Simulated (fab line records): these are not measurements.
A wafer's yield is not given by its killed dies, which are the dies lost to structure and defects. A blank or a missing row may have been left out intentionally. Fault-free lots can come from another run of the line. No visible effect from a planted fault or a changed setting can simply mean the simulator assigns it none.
fab line records / flow nand-harc
record lots=13 wafers=39 last-day=31
route steps=1302 shown A_CONTACT@1096 THIN_TSV@1250 END@1302
lots that met no fault: from a run of the same line without faults
start-h: the number of hours between the record's first day and the start of the first shown wafer of the lot / wait-h: hours from the lot's prior step to this one / " repeats the value in the row above / L1.1+2: several wafers, shown together as one row / - no value, or no start was given / * or withheld: withheld / < > ~ a bound
route shown NAME@n: a module of which the file shows steps, and the number in the route of the first / usual: the fault-free wafers' mean and standard deviation / same: alike in all rows / chamber/n: place in a boat / sites: readings site by site / _std_site: standard deviation of those values / _edge_site: inner sites' mean taken away from outer sites' mean / radius-mm: how far each site lies from the wafer's centre / mask NAME#n: copy n / behind: the last tool/chamber to shape the wafer / hold: the reason the lot was held/the length of the hold in hours/how it ended / device: transistor that didn't switch, given as n, p or np / end of line: the same wafers' tests at the end of the route / where a step has no rows: the recipe by itself / killed: count of dies lost to structure and defects at first sort (not the wafer's yield) / map: per-die view of a wafer (x killed, . not killed, _ where there is no die)
set.NAME: the setting that was run; set.NAME@STEP: the one run at that earlier step / model.NAME: the simulator's own value behind a step, which no gauge read
the route's steps for a sample of lots (tables are steps, rows are wafers)
services: the hour from which a tool's chamber was out of use, counted from the record's first day as start-h (under 0 if before that day), plus the number of hours and why
## steps
# step NHARC_A_CONTACT_STRIP_108
# recipe cf4-flow-sccm=100 chf3-flow-sccm=30 ar-flow-sccm=0 bias-w=0 chemistry=CF4/CHF3
lot.wafer=L562.3+1+5 tool=rie-diel-08 chamber=2,1,3 start-h=522.25 wait-h=0.1
lot.wafer=L560.4+3+2 tool=rie-diel-09 chamber=0,1,3 start-h=523.42 wait-h=0.1
lot.wafer=L561.1+2+4 tool=rie-diel-08 chamber=1,2,3 start-h=525.43 wait-h=0.1
lot.wafer=L565.3+4+6 tool=rie-diel-09 chamber=3,1,2 start-h=559.83 wait-h=0.1
lot.wafer=L564.1+3+6 tool=rie-diel-13 chamber=2,0,2 start-h=561.84 wait-h=0.1
lot.wafer=L566.2+4+5 tool=rie-diel-09 chamber=1,3,0 start-h=577.98 wait-h=0.1
lot.wafer=L567.3+4+1 tool=rie-diel-13 chamber=2,3,1 start-h=601.27 wait-h=0.1
lot.wafer=L569.4+2+5 tool=rie-diel-13 chamber=0,2,1 start-h=608.65 wait-h=0.1
lot.wafer=L568.2+1+5 tool=rie-diel-09 chamber=3,2,0 start-h=609.10 wait-h=0.1
lot.wafer=L570.4+3+1 tool=rie-diel-08 chamber=3,1,2 start-h=609.58 wait-h=0.1
lot.wafer=L572.4+2+1 tool=rie-diel-09 chamber=0,1,3 start-h=624.11 wait-h=0.1
lot.wafer=L575.3+5+6 tool=rie-diel-09 chamber=1,1,2 start-h=650.79 wait-h=0.1
lot.wafer=L578.2+4+6 tool=rie-diel-08 chamber=3,0,3 start-h=691.68 wait-h=0.1
# step NHARC_THIN_TSV_DEP_43
# recipe target-thk-a=13285 temp-c=withheld pressure-torr=6.5 rf-w=900 teos-flow-sccm=161.4 flow-sccm=2650 target-thk-nm=1328.5 gas=O2 material=SiO2
# usual throttle-valve-pct=15.9/0.52
lot.wafer=L560.2 tool=pecvd-04 chamber=0 start-h=553.10 wait-h=- throttle-valve-pct=15.4
lot.wafer=L560.3 tool=pecvd-04 chamber=1 start-h=553.10 wait-h=- throttle-valve-pct=16.4
lot.wafer=L560.4 tool=pecvd-04 chamber=2 start-h=553.10 wait-h=- throttle-valve-pct=15.6
lot.wafer=L562.1 tool=pecvd-04 chamber=0 start-h=554.16 wait-h=- throttle-valve-pct=15.5
lot.wafer=L562.3 tool=pecvd-04 chamber=1 start-h=554.16 wait-h=- throttle-valve-pct=16.6
lot.wafer=L562.5 tool=pecvd-04 chamber=2 start-h=554.16 wait-h=- throttle-valve-pct=15.8
lot.wafer=L561.2 tool=pecvd-04 chamber=2 start-h=557.30 wait-h=- throttle-valve-pct=15.8
lot.wafer=L561.1 tool=pecvd-04 chamber=0 start-h=557.30 wait-h=- throttle-valve-pct=15.5
lot.wafer=L561.4 tool=pecvd-04 chamber=1 start-h=557.30 wait-h=- throttle-valve-pct=16.4
lot.wafer=L565.3 tool=pecvd-03 chamber=0 start-h=588.10 wait-h=- throttle-valve-pct=16.7
lot.wafer=L565.6 tool=pecvd-03 chamber=1 start-h=588.10 wait-h=- throttle-valve-pct=16.0
lot.wafer=L565.4 tool=pecvd-03 chamber=0 start-h=588.10 wait-h=- throttle-valve-pct=16.5
lot.wafer=L564.3 tool=pecvd-03 chamber=2 start-h=592.98 wait-h=- throttle-valve-pct=15.2
lot.wafer=L564.1 tool=pecvd-03 chamber=1 start-h=592.98 wait-h=- throttle-valve-pct=15.4
lot.wafer=L564.6 tool=pecvd-03 chamber=1 start-h=592.98 wait-h=- throttle-valve-pct=15.5
lot.wafer=L566.2 tool=pecvd-02 chamber=1 start-h=609.92 wait-h=- throttle-valve-pct=16.1
lot.wafer=L566.4 tool=pecvd-02 chamber=2 start-h=609.92 wait-h=- throttle-valve-pct=16.6
lot.wafer=L566.5 tool=pecvd-02 chamber=0 start-h=609.92 wait-h=- throttle-valve-pct=15.6
lot.wafer=L567.3 tool=pecvd-03 chamber=0 start-h=631.45 wait-h=- throttle-valve-pct=16.4
lot.wafer=L567.1 tool=pecvd-03 chamber=1 start-h=631.45 wait-h=- throttle-valve-pct=15.5
lot.wafer=L567.4 tool=pecvd-03 chamber=0 start-h=631.45 wait-h=- throttle-valve-pct=16.5
lot.wafer=L569.2 tool=pecvd-02 chamber=0 start-h=638.66 wait-h=- throttle-valve-pct=15.1
lot.wafer=L569.4 tool=pecvd-02 chamber=2 start-h=638.66 wait-h=- throttle-valve-pct=16.6
lot.wafer=L569.5 tool=pecvd-02 chamber=0 start-h=638.66 wait-h=- throttle-valve-pct=15.2
lot.wafer=L568.2 tool=pecvd-02 chamber=2 start-h=639.82 wait-h=- throttle-valve-pct=16.4
lot.wafer=L568.1 tool=pecvd-02 chamber=0 start-h=639.82 wait-h=- throttle-valve-pct=15.3
lot.wafer=L568.5 tool=pecvd-02 chamber=2 start-h=639.82 wait-h=- throttle-valve-pct=16.7
lot.wafer=L570.3 tool=pecvd-03 chamber=1 start-h=641.00 wait-h=- throttle-valve-pct=15.6
lot.wafer=L570.1 tool=pecvd-03 chamber=0 start-h=641.00 wait-h=- throttle-valve-pct=16.7
lot.wafer=L570.4 tool=pecvd-03 chamber=1 start-h=641.00 wait-h=- throttle-valve-pct=15.5
lot.wafer=L572.1 tool=pecvd-02 chamber=1 start-h=652.97 wait-h=- throttle-valve-pct=16.3
lot.wafer=L572.2 tool=pecvd-02 chamber=0 start-h=652.97 wait-h=- throttle-valve-pct=15.5
lot.wafer=L572.4 tool=pecvd-02 chamber=2 start-h=652.97 wait-h=- throttle-valve-pct=16.6
lot.wafer=L575.3 tool=pecvd-04 chamber=0 start-h=680.34 wait-h=- throttle-valve-pct=15.5
lot.wafer=L575.5 tool=pecvd-04 chamber=2 start-h=680.34 wait-h=- throttle-valve-pct=15.6
lot.wafer=L575.6 tool=pecvd-04 chamber=0 start-h=680.34 wait-h=- throttle-valve-pct=15.1
lot.wafer=L578.2 tool=pecvd-03 chamber=0 start-h=722.04 wait-h=- throttle-valve-pct=16.8
lot.wafer=L578.4 tool=pecvd-03 chamber=0 start-h=722.04 wait-h=- throttle-valve-pct=16.7
lot.wafer=L578.6 tool=pecvd-03 chamber=2 start-h=722.04 wait-h=- throttle-valve-pct=15.7
# step NHARC_THIN_TSV_ETCH_15
# recipe target-depth-a=30000 bosch-target-overetch-cycles=2 bosch-etch-step-s=2.8 bosch-dep-step-s=1.2 bosch-cycles=14
# usual drypump-motor-current-A=5.9/0.48
# same bosch-dep-step-s=1.2
lot.wafer=L560.3 tool=rie-si-06 chamber=2 start-h=554.71 wait-h=- drypump-motor-current-A=5.6 rf-hours-counter-h=0.78
lot.wafer=L560.2 tool=rie-si-06 chamber=3 start-h=554.71 wait-h=- drypump-motor-current-A=5.4 rf-hours-counter-h=0.91
lot.wafer=L560.4 tool=rie-si-06 chamber=0 start-h=554.71 wait-h=- drypump-motor-current-A=6.0 rf-hours-counter-h=0.76
lot.wafer=L562.3 tool=rie-si-04 chamber=1 start-h=555.89 wait-h=- drypump-motor-current-A=5.9 rf-hours-counter-h=0.12
lot.wafer=L562.1 tool=rie-si-04 chamber=0 start-h=555.89 wait-h=- drypump-motor-current-A=6.8 rf-hours-counter-h=0.21
lot.wafer=L562.5 tool=rie-si-04 chamber=1 start-h=555.89 wait-h=- drypump-motor-current-A=5.9 rf-hours-counter-h=-
lot.wafer=L561.4 tool=rie-si-06 chamber=0 start-h=558.90 wait-h=- drypump-motor-current-A=6.0 rf-hours-counter-h=0.78
lot.wafer=L561.1 tool=rie-si-06 chamber=1 start-h=558.90 wait-h=- drypump-motor-current-A=6.0 rf-hours-counter-h=0.68
lot.wafer=L561.2 tool=rie-si-06 chamber=2 start-h=558.90 wait-h=- drypump-motor-current-A=5.5 rf-hours-counter-h=0.83
lot.wafer=L565.3 tool=rie-si-06 chamber=3 start-h=589.56 wait-h=- drypump-motor-current-A=5.3 rf-hours-counter-h=1.06
lot.wafer=L565.4 tool=rie-si-06 chamber=0 start-h=589.56 wait-h=- drypump-motor-current-A=6.0 rf-hours-counter-h=0.95
lot.wafer=L565.6 tool=rie-si-06 chamber=1 start-h=589.56 wait-h=- drypump-motor-current-A=6.0 rf-hours-counter-h=-
lot.wafer=L564.1 tool=rie-si-01 chamber=3 start-h=594.52 wait-h=- drypump-motor-current-A=6.1 rf-hours-counter-h=0.17
lot.wafer=L564.3 tool=rie-si-01 chamber=0 start-h=594.52 wait-h=- drypump-motor-current-A=6.1 rf-hours-counter-h=0.20
lot.wafer=L564.6 tool=rie-si-01 chamber=2 start-h=594.52 wait-h=- drypump-motor-current-A=6.6 rf-hours-counter-h=-
lot.wafer=L566.2 tool=rie-si-01 chamber=3 start-h=611.71 wait-h=- drypump-motor-current-A=6.2 rf-hours-counter-h=0.31
lot.wafer=L566.4 tool=rie-si-01 chamber=2 start-h=611.71 wait-h=- drypump-motor-current-A=6.6 rf-hours-counter-h=0.31
lot.wafer=L566.5 tool=rie-si-01 chamber=0 start-h=611.71 wait-h=- drypump-motor-current-A=6.0 rf-hours-counter-h=-
lot.wafer=L567.4 tool=rie-si-04 chamber=0 start-h=632.98 wait-h=- drypump-motor-current-A=6.8 rf-hours-counter-h=0.73
lot.wafer=L567.3 tool=rie-si-04 chamber=1 start-h=632.98 wait-h=- drypump-motor-current-A=5.9 rf-hours-counter-h=0.61
lot.wafer=L567.1 tool=rie-si-04 chamber=3 start-h=632.98 wait-h=- drypump-motor-current-A=4.8 rf-hours-counter-h=0.71
lot.wafer=L569.2 tool=rie-si-01 chamber=2 start-h=640.09 wait-h=- drypump-motor-current-A=6.6 rf-hours-counter-h=0.49
lot.wafer=L569.4 tool=rie-si-01 chamber=1 start-h=640.09 wait-h=- drypump-motor-current-A=6.1 rf-hours-counter-h=0.51
lot.wafer=L569.5 tool=rie-si-01 chamber=2 start-h=640.09 wait-h=- drypump-motor-current-A=6.6 rf-hours-counter-h=-
lot.wafer=L568.1 tool=rie-si-06 chamber=0 start-h=641.33 wait-h=- drypump-motor-current-A=6.0 rf-hours-counter-h=0.16
lot.wafer=L568.2 tool=rie-si-06 chamber=1 start-h=641.33 wait-h=- drypump-motor-current-A=6.0 rf-hours-counter-h=0.13
lot.wafer=L568.5 tool=rie-si-06 chamber=3 start-h=641.33 wait-h=- drypump-motor-current-A=5.4 rf-hours-counter-h=-
lot.wafer=L570.3 tool=rie-si-01 chamber=2 start-h=642.67 wait-h=- drypump-motor-current-A=6.6 rf-hours-counter-h=0.54
lot.wafer=L570.1 tool=rie-si-01 chamber=0 start-h=642.67 wait-h=- drypump-motor-current-A=6.0 rf-hours-counter-h=0.49
lot.wafer=L570.4 tool=rie-si-01 chamber=1 start-h=642.67 wait-h=- drypump-motor-current-A=6.0 rf-hours-counter-h=0.53
lot.wafer=L572.4 tool=rie-si-01 chamber=3 start-h=655.09 wait-h=- drypump-motor-current-A=6.2 rf-hours-counter-h=0.54
lot.wafer=L572.1 tool=rie-si-01 chamber=1 start-h=655.09 wait-h=- drypump-motor-current-A=6.1 rf-hours-counter-h=0.55
lot.wafer=L572.2 tool=rie-si-01 chamber=2 start-h=655.09 wait-h=- drypump-motor-current-A=6.6 rf-hours-counter-h=0.58
lot.wafer=L575.3 tool=rie-si-04 chamber=2 start-h=681.82 wait-h=- drypump-motor-current-A=6.0 rf-hours-counter-h=0.86
lot.wafer=L575.6 tool=rie-si-04 chamber=0 start-h=681.82 wait-h=- drypump-motor-current-A=6.8 rf-hours-counter-h=-
lot.wafer=L575.5 tool=rie-si-04 chamber=1 start-h=681.82 wait-h=- drypump-motor-current-A=5.9 rf-hours-counter-h=-
lot.wafer=L578.2 tool=rie-si-01 chamber=0 start-h=723.69 wait-h=- drypump-motor-current-A=6.0 rf-hours-counter-h=1.04
lot.wafer=L578.4 tool=rie-si-01 chamber=1 start-h=723.69 wait-h=- drypump-motor-current-A=6.1 rf-hours-counter-h=1.07
lot.wafer=L578.6 tool=rie-si-01 chamber=0 start-h=723.69 wait-h=- drypump-motor-current-A=6.0 rf-hours-counter-h=-
# step NHARC_THIN_TSV_CD_MEAS_16
# usual cd-nm=1000.6/3
lot.wafer=L560.2 tool=cd-sem-01 chamber=- start-h=554.84 wait-h=0.1 cd-nm=1005.1
lot.wafer=L560.3 tool=cd-sem-01 chamber=- start-h=554.84 wait-h=0.1 cd-nm=1005.4
lot.wafer=L560.4 tool=cd-sem-01 chamber=- start-h=554.84 wait-h=0.1 cd-nm=1007.9
lot.wafer=L562.1 tool=cd-sem-02 chamber=- start-h=556.04 wait-h=0.1 cd-nm=1001.8
lot.wafer=L562.3 tool=cd-sem-02 chamber=- start-h=556.04 wait-h=0.1 cd-nm=999.1
lot.wafer=L562.5 tool=cd-sem-02 chamber=- start-h=556.04 wait-h=0.1 cd-nm=998.1
lot.wafer=L561.1 tool=cd-sem-03 chamber=- start-h=559.04 wait-h=0.1 cd-nm=997.6
lot.wafer=L561.2 tool=cd-sem-03 chamber=- start-h=559.04 wait-h=0.1 cd-nm=1002.3
lot.wafer=L561.4 tool=cd-sem-03 chamber=- start-h=559.04 wait-h=0.1 cd-nm=1002.1
lot.wafer=L565.3 tool=cd-sem-03 chamber=- start-h=589.69 wait-h=0.1 cd-nm=1000.7
lot.wafer=L565.4 tool=cd-sem-03 chamber=- start-h=589.69 wait-h=0.1 cd-nm=998.8
lot.wafer=L565.6 tool=cd-sem-03 chamber=- start-h=589.69 wait-h=0.1 cd-nm=994.5
lot.wafer=L564.1 tool=cd-sem-03 chamber=- start-h=594.64 wait-h=0.1 cd-nm=998.4
lot.wafer=L564.3 tool=cd-sem-03 chamber=- start-h=594.64 wait-h=0.1 cd-nm=995.2
lot.wafer=L564.6 tool=cd-sem-03 chamber=- start-h=594.64 wait-h=0.1 cd-nm=998.7
lot.wafer=L566.2 tool=cd-sem-03 chamber=- start-h=611.86 wait-h=0.1 cd-nm=999.3
lot.wafer=L566.4 tool=cd-sem-03 chamber=- start-h=611.86 wait-h=0.1 cd-nm=998.9
lot.wafer=L566.5 tool=cd-sem-03 chamber=- start-h=611.86 wait-h=0.1 cd-nm=998.7
lot.wafer=L567.1 tool=cd-sem-01 chamber=- start-h=633.13 wait-h=0.1 cd-nm=999.7
lot.wafer=L567.3 tool=cd-sem-01 chamber=- start-h=633.13 wait-h=0.1 cd-nm=1003.7
lot.wafer=L567.4 tool=cd-sem-01 chamber=- start-h=633.13 wait-h=0.1 cd-nm=1004.6
lot.wafer=L569.2 tool=cd-sem-01 chamber=- start-h=640.24 wait-h=0.1 cd-nm=1001.7
lot.wafer=L569.4 tool=cd-sem-01 chamber=- start-h=640.24 wait-h=0.1 cd-nm=1002.1
lot.wafer=L569.5 tool=cd-sem-01 chamber=- start-h=640.24 wait-h=0.1 cd-nm=998.7
lot.wafer=L568.1 tool=cd-sem-02 chamber=- start-h=641.45 wait-h=0.1 cd-nm=1000.3
lot.wafer=L568.2 tool=cd-sem-02 chamber=- start-h=641.45 wait-h=0.1 cd-nm=1000.1
lot.wafer=L568.5 tool=cd-sem-02 chamber=- start-h=641.45 wait-h=0.1 cd-nm=1003.1
lot.wafer=L570.1 tool=cd-sem-03 chamber=- start-h=642.81 wait-h=0.1 cd-nm=1000.3
lot.wafer=L570.3 tool=cd-sem-03 chamber=- start-h=642.81 wait-h=0.1 cd-nm=999.3
lot.wafer=L570.4 tool=cd-sem-03 chamber=- start-h=642.81 wait-h=0.1 cd-nm=1001.8
lot.wafer=L572.1 tool=cd-sem-02 chamber=- start-h=655.24 wait-h=0.1 cd-nm=999.1
lot.wafer=L572.2 tool=cd-sem-02 chamber=- start-h=655.24 wait-h=0.1 cd-nm=1001.1
lot.wafer=L572.4 tool=cd-sem-02 chamber=- start-h=655.24 wait-h=0.1 cd-nm=998.2
lot.wafer=L575.3 tool=cd-sem-03 chamber=- start-h=681.95 wait-h=0.1 cd-nm=1002.4
lot.wafer=L575.5 tool=cd-sem-03 chamber=- start-h=681.95 wait-h=0.1 cd-nm=1005.5
lot.wafer=L575.6 tool=cd-sem-03 chamber=- start-h=681.95 wait-h=0.1 cd-nm=998.6
lot.wafer=L578.2 tool=cd-sem-01 chamber=- start-h=723.84 wait-h=0.1 cd-nm=997.1
lot.wafer=L578.4 tool=cd-sem-01 chamber=- start-h=723.84 wait-h=0.1 cd-nm=1002.8
lot.wafer=L578.6 tool=cd-sem-01 chamber=- start-h=723.84 wait-h=0.1 cd-nm=998.5
# step NHARC_END_SORT_01
# recipe temp-c=25
# usual killed-at-array=52/19 killed-at-other=0.9/1.3 killed-at-periphery=4/3.1 killed-dies=57/18 killed-open=3.2/1.7 killed-short=2.3/1.4
# same gross-dies=677
lot.wafer=L561.1 tool=prober-01 chamber=0 start-h=576.54 wait-h=2.5 killed-at-array=64 killed-at-other=1 killed-at-periphery=6 killed-dies=71 killed-open=4 killed-short=2
lot.wafer=L561.2 tool=prober-01 chamber=0 start-h=577.33 wait-h=2.8 killed-at-array=52 killed-at-other=0 killed-at-periphery=8 killed-dies=60 killed-open=2 killed-short=2
lot.wafer=L561.4 tool=prober-01 chamber=0 start-h=578.91 wait-h=3.4 killed-at-array=82 killed-at-other=1 killed-at-periphery=5 killed-dies=88 killed-open=1 killed-short=2
lot.wafer=L565.3 tool=prober-02 chamber=0 start-h=605.32 wait-h=3.1 killed-at-array=41 killed-at-other=1 killed-at-periphery=1 killed-dies=43 killed-open=4 killed-short=1
lot.wafer=L565.4 tool=prober-02 chamber=0 start-h=606.11 wait-h=3.3 killed-at-array=37 killed-at-other=0 killed-at-periphery=2 killed-dies=39 killed-open=5 killed-short=2
lot.wafer=L565.6 tool=prober-02 chamber=0 start-h=607.67 wait-h=3.9 killed-at-array=41 killed-at-other=0 killed-at-periphery=2 killed-dies=43 killed-open=9 killed-short=0
lot.wafer=L567.1 tool=prober-02 chamber=0 start-h=647.19 wait-h=2.5 killed-at-array=60 killed-at-other=5 killed-at-periphery=2 killed-dies=67 killed-open=1 killed-short=3
lot.wafer=L567.3 tool=prober-02 chamber=0 start-h=648.78 wait-h=3.1 killed-at-array=55 killed-at-other=4 killed-at-periphery=4 killed-dies=63 killed-open=3 killed-short=2
lot.wafer=L567.4 tool=prober-02 chamber=0 start-h=649.58 wait-h=3.4 killed-at-array=57 killed-at-other=3 killed-at-periphery=2 killed-dies=62 killed-open=5 killed-short=2
lot.wafer=L570.1 tool=prober-02 chamber=0 start-h=654.97 wait-h=2.5 killed-at-array=64 killed-at-other=0 killed-at-periphery=0 killed-dies=64 killed-open=3 killed-short=3
lot.wafer=L570.3 tool=prober-02 chamber=0 start-h=656.59 wait-h=3.1 killed-at-array=55 killed-at-other=0 killed-at-periphery=1 killed-dies=56 killed-open=1 killed-short=1
lot.wafer=L570.4 tool=prober-02 chamber=0 start-h=657.40 wait-h=3.4 killed-at-array=61 killed-at-other=3 killed-at-periphery=3 killed-dies=67 killed-open=3 killed-short=0
lot.wafer=L569.2 tool=prober-01 chamber=0 start-h=655.10 wait-h=2.8 killed-at-array=44 killed-at-other=0 killed-at-periphery=3 killed-dies=47 killed-open=2 killed-short=3
lot.wafer=L569.5 tool=prober-01 chamber=0 start-h=657.47 wait-h=3.7 killed-at-array=45 killed-at-other=1 killed-at-periphery=2 killed-dies=48 killed-open=3 killed-short=5
lot.wafer=L578.2 tool=prober-02 chamber=0 start-h=739.00 wait-h=2.8 killed-at-array=57 killed-at-other=0 killed-at-periphery=2 killed-dies=59 killed-open=2 killed-short=2
lot.wafer=L578.4 tool=prober-02 chamber=0 start-h=740.60 wait-h=3.4 killed-at-array=113 killed-at-other=0 killed-at-periphery=0 killed-dies=113 killed-open=4 killed-short=2
lot.wafer=L578.6 tool=prober-02 chamber=0 start-h=742.20 wait-h=4.0 killed-at-array=44 killed-at-other=0 killed-at-periphery=2 killed-dies=46 killed-open=3 killed-short=2
# killed by level:class
L561.1 A_SLIT:chamber-film-flake=25 A_CHANNEL_HOLE_D1:chamber-film-flake=22 A_CHANNEL_HOLE_D2:chamber-film-flake=6 A_CONTACT:chamber-film-flake=3 P_BONDPAD:chamber-film-flake=3 A_WL_FILL:geometric-particle:open=2 A_WL_FILL:chamber-film-flake=2 A_BONDPAD:chamber-film-flake=2
L561.2 A_CHANNEL_HOLE_D1:chamber-film-flake=29 A_SLIT:chamber-film-flake=9 A_CHANNEL_HOLE_D2:chamber-film-flake=7 P_BONDPAD:chamber-film-flake=3 A_ONON_D1:geometric-particle:open=2 P_ZERO_WELL:chamber-film-flake=2 A_STAIRCASE:chamber-film-flake=2 P_M0:geometric-particle:short=1
L561.4 A_CHANNEL_HOLE_D1:chamber-film-flake=36 A_SLIT:chamber-film-flake=30 A_BONDPAD:chamber-film-flake=4 P_BONDPAD:chamber-film-flake=3 A_CONTACT:chamber-film-flake=3 A_CHANNEL_HOLE_D2:chamber-film-flake=3 P_ZERO_WELL:chamber-film-flake=2 A_WL_FILL:chamber-film-flake=2
L565.3 A_SLIT:chamber-film-flake=22 A_CHANNEL_HOLE_D2:chamber-film-flake=8 A_CONTACT:chamber-film-flake=2 P_M0:geometric-particle:open=1 A_ONON_D2:geometric-particle:open=1 A_CHANNEL_FILL_D2:geometric-particle:short=1 A_CHANNEL_FILL_D2:geometric-particle:open=1 A_BLC:geometric-particle:open=1
L565.4 A_SLIT:chamber-film-flake=13 A_CHANNEL_HOLE_D2:chamber-film-flake=6 A_CONTACT:chamber-film-flake=3 A_CHANNEL_HOLE_D1:chamber-film-flake=2 A_DECK1_JOINT:chamber-film-flake=2 A_STAIRCASE:chamber-film-flake=2 P_M1:geometric-particle:open=1 A_CHANNEL_HOLE_D1:geometric-particle:open=1
L565.6 A_CHANNEL_HOLE_D2:chamber-film-flake=12 A_SLIT:chamber-film-flake=10 A_CHANNEL_HOLE_D1:chamber-film-flake=4 A_STAIRCASE:chamber-film-flake=3 A_DECK1_JOINT:geometric-particle:open=2 A_M0:geometric-particle:open=2 A_WL_FILL:chamber-film-flake=2 A_CONTACT:chamber-film-flake=2
L567.1 A_CHANNEL_HOLE_D1:chamber-film-flake=29 A_CHANNEL_HOLE_D2:chamber-film-flake=27 THIN_TSV:chamber-film-flake=5 P_GATE:geometric-particle:short=1 P_M0:geometric-particle:short=1 A_CHANNEL_FILL_D1:geometric-particle:open=1 A_WL_FILL:geometric-particle:short=1 A_SLIT:chamber-film-flake=1
L567.3 A_CHANNEL_HOLE_D1:chamber-film-flake=25 A_CHANNEL_HOLE_D2:chamber-film-flake=18 THIN_TSV:chamber-film-flake=4 A_CHANNEL_FILL_D1:geometric-particle:short=2 P_GATE:chamber-film-flake=2 A_CHANNEL_FILL_D1:chamber-film-flake=2 A_CONTACT:chamber-film-flake=2 A_M0:chamber-film-flake=2
L567.4 A_CHANNEL_HOLE_D2:chamber-film-flake=25 A_CHANNEL_HOLE_D1:chamber-film-flake=22 A_CONTACT:chamber-film-flake=3 THIN_TSV:chamber-film-flake=2 P_ZERO_WELL:geometric-particle:short=1 P_CONTACT:geometric-particle:open=1 A_ONON_D2:geometric-particle:open=1 A_CHANNEL_FILL_D2:geometric-particle:short=1
L570.1 A_CHANNEL_HOLE_D1:chamber-film-flake=32 A_CHANNEL_HOLE_D2:chamber-film-flake=16 A_CONTACT:chamber-film-flake=4 A_DECK1_JOINT:chamber-film-flake=3 A_ONON_D1:geometric-particle:open=2 A_WL_FILL:geometric-particle:short=2 A_WL_FILL:chamber-film-flake=2 A_CHANNEL_FILL_D2:geometric-particle:short=1
L569.2 A_SLIT:chamber-film-flake=17 A_CHANNEL_HOLE_D2:chamber-film-flake=14 A_CHANNEL_HOLE_D1:chamber-film-flake=4 A_CONTACT:chamber-film-flake=3 P_CONTACT:chamber-film-flake=2 A_STAIRCASE:chamber-film-flake=2 P_M0:geometric-particle:open=1 A_CHANNEL_FILL_D2:geometric-particle:short=1
L570.3 A_CHANNEL_HOLE_D1:chamber-film-flake=37 A_CHANNEL_HOLE_D2:chamber-film-flake=9 A_SLIT:chamber-film-flake=3 P_STI:geometric-particle:short=1 A_CHANNEL_FILL_D1:geometric-particle:open=1 A_ZERO_WELL:chamber-film-flake=1 A_DECK1_JOINT:chamber-film-flake=1 A_CHANNEL_FILL_D1:chamber-film-flake=1
L570.4 A_CHANNEL_HOLE_D1:chamber-film-flake=36 A_CHANNEL_HOLE_D2:chamber-film-flake=16 THIN_TSV:chamber-film-flake=3 A_CONTACT:chamber-film-flake=3 A_DECK1_JOINT:chamber-film-flake=2 P_M1:geometric-particle:open=1 A_ONON_D1:geometric-particle:open=1 A_CHANNEL_FILL_D1:geometric-particle:open=1
L569.5 A_SLIT:chamber-film-flake=16 A_CHANNEL_HOLE_D2:chamber-film-flake=12 A_CHANNEL_HOLE_D1:chamber-film-flake=6 A_WL_FILL:geometric-particle:short=2 P_CONTACT:chamber-film-flake=2 A_STAIRCASE:chamber-film-flake=2 A_CHANNEL_HOLE_D1:geometric-particle:short=1 A_CHANNEL_HOLE_D1:geometric-particle:open=1
L578.2 A_SLIT:chamber-film-flake=31 A_CHANNEL_HOLE_D1:chamber-film-flake=10 A_CONTACT:chamber-film-flake=8 P_GATE:geometric-particle:open=1 P_M0:geometric-particle:short=1 A_CHANNEL_FILL_D1:geometric-particle:short=1 A_ONON_D2:geometric-particle:open=1 A_ZERO_WELL:chamber-film-flake=1
L578.4 A_CONTACT:unspecified=64 A_SLIT:chamber-film-flake=17 A_CHANNEL_HOLE_D1:chamber-film-flake=13 A_CONTACT:chamber-film-flake=10 A_ONON_D1:geometric-particle:short=1 A_CHANNEL_FILL_D2:geometric-particle:open=1 A_SGD_CUT:geometric-particle:open=1 A_WL_FILL:geometric-particle:short=1
L578.6 A_SLIT:chamber-film-flake=14 A_CHANNEL_HOLE_D1:chamber-film-flake=12 A_CONTACT:chamber-film-flake=6 A_SGD_CUT:geometric-particle:open=2 P_STI:chamber-film-flake=2 A_CHANNEL_HOLE_D2:chamber-film-flake=2 A_CHANNEL_FILL_D2:chamber-film-flake=2 A_BLC:geometric-particle:short=1
## services
tool=rie-si-04 chamber=- start-h=519.00 hours=9.0 kind=pm
tool=rie-diel-13 chamber=- start-h=520.04 hours=9.0 kind=pm
tool=rie-si-01 chamber=0 start-h=521.10 hours=1.7 kind=repair
tool=rie-si-06 chamber=3 start-h=527.97 hours=2.1 kind=repair
tool=rie-si-04 chamber=1 start-h=530.10 hours=4.3 kind=repair
tool=rie-si-04 chamber=2 start-h=531.66 hours=9.9 kind=repair
tool=rie-diel-08 chamber=- start-h=544.80 hours=9.0 kind=pm
tool=rie-si-01 chamber=- start-h=547.00 hours=9.0 kind=pm
tool=pecvd-03 chamber=- start-h=547.25 hours=13.0 kind=pm
tool=pecvd-04 chamber=0 start-h=561.32 hours=19.9 kind=repair
tool=rie-si-04 chamber=1 start-h=572.46 hours=4.2 kind=repair
tool=rie-diel-09 chamber=2 start-h=577.28 hours=8.8 kind=repair
tool=pecvd-04 chamber=2 start-h=579.22 hours=6.0 kind=repair
tool=pecvd-02 chamber=- start-h=589.49 hours=13.0 kind=pm
tool=rie-diel-08 chamber=2 start-h=599.04 hours=6.1 kind=repair
tool=rie-si-06 chamber=- start-h=603.00 hours=9.0 kind=pm
tool=pecvd-04 chamber=- start-h=631.19 hours=13.0 kind=pm
tool=rie-diel-08 chamber=1 start-h=631.41 hours=7.6 kind=repair
tool=rie-si-04 chamber=2 start-h=669.64 hours=9.9 kind=repair
tool=rie-diel-09 chamber=- start-h=671.61 hours=1.7 kind=repair
tool=rie-diel-09 chamber=- start-h=674.19 hours=9.0 kind=pm
tool=rie-diel-13 chamber=3 start-h=677.78 hours=3.1 kind=repair
tool=rie-diel-08 chamber=3 start-h=700.23 hours=8.9 kind=repair
tool=rie-diel-08 chamber=- start-h=721.80 hours=9.0 kind=pm
## key
first-sign step=NHARC_END_SORT_01 reading=killed-at-array direction=up sigmas=3.2 usual=52 struck=113
effect step=NHARC_END_SORT_01 reading=killed-dies direction=up sigmas=3 usual=57 struck=113
more-kills-born-at NHARC_A_CONTACT_STRIP_108@rie-diel-08=63
met-at NHARC_A_CONTACT_STRIP_108
struck-lots L578
struck-wafers L578.4
tester-left-out L578
not-acting-at NHARC_THIN_TSV_DEP_43,NHARC_THIN_TSV_ETCH_15,NHARC_THIN_TSV_CD_MEAS_16
fault kind=chamber-particle-source tool=rie-diel-08 chamber=0 onset-h=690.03 steps=NHARC_A_CONTACT_STRIP_108 rate-per-visit-cm2=0.45575 end-h=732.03
# tester-left-out: of these lots the tester's yield and bins aren't shown, on N5 and GAA mostly nor the transistor test; their killed dies are dies lost to structure and defects alone, not to doping, threshold or leakage, so they don't give the yield
